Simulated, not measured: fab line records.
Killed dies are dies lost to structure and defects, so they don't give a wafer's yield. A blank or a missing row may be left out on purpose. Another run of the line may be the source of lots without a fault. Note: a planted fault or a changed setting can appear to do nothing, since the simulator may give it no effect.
Which of the tools did it?	flow n5 finfet	route of 1938 steps, sampled at 1 step: 11 lots, 31 wafers

WHAT THE GAUGES SHOWED, per wafer
N5_WELL_APT_CD_MEAS_25: the cd target is 200 nm.
lot	measured	on	cd nm (nm)
L957	day 1 15:32	cd sem-03	200.9 201.1 198.1
L959	day 2 03:03	cd sem-01	198.8 201.5 197.9
L961	day 2 14:56	cd sem-02	200.4 199.7
L962	day 2 21:05	cd sem-01	200.1 198.4 200.5
L964	day 3 09:22	cd sem-01	199.3 197.7
L965	day 3 16:17	cd sem-03	198.3 199.6 198.7
L972	day 5 09:34	cd sem-01	198.9 198.6 198.6
L973	day 5 14:50	cd sem-02	200.3 200.2 198.7
L976	day 6 08:56	cd sem-01	199.6 200.3 200.4
L977	day 6 15:04	cd sem-03	199.4 202.1 200.5
L980	day 7 09:03	cd sem-03	198.0 198.0 198.0

WHAT TOOL EACH LOT RAN ON (gives the tool, then ch and the chambers of the sampled wafers, and finally the start)
Before these readings, the record contains no process step.

THE ANSWER, worked out from the rows above alone
Rule: the lots themselves supply what counts as usual. Put in order of their means at a reading, lots are off if they are a third of the lots or fewer, leave a main group of 4 or more, and stand apart from it by a gap of 3 or more times the standard deviation of the main group's means; of several such gaps the widest counts. A main group is skipped when, at the precision printed for the reading in the tables above, its means are all equal. Also off: a lot with no number at a reading for which 4 or more lots have one. Any other lot the step has rows for is counted as sound.
None of the lots is off at any reading shown; this tells nothing.

WHAT THE SIMULATOR HAD PUT IN
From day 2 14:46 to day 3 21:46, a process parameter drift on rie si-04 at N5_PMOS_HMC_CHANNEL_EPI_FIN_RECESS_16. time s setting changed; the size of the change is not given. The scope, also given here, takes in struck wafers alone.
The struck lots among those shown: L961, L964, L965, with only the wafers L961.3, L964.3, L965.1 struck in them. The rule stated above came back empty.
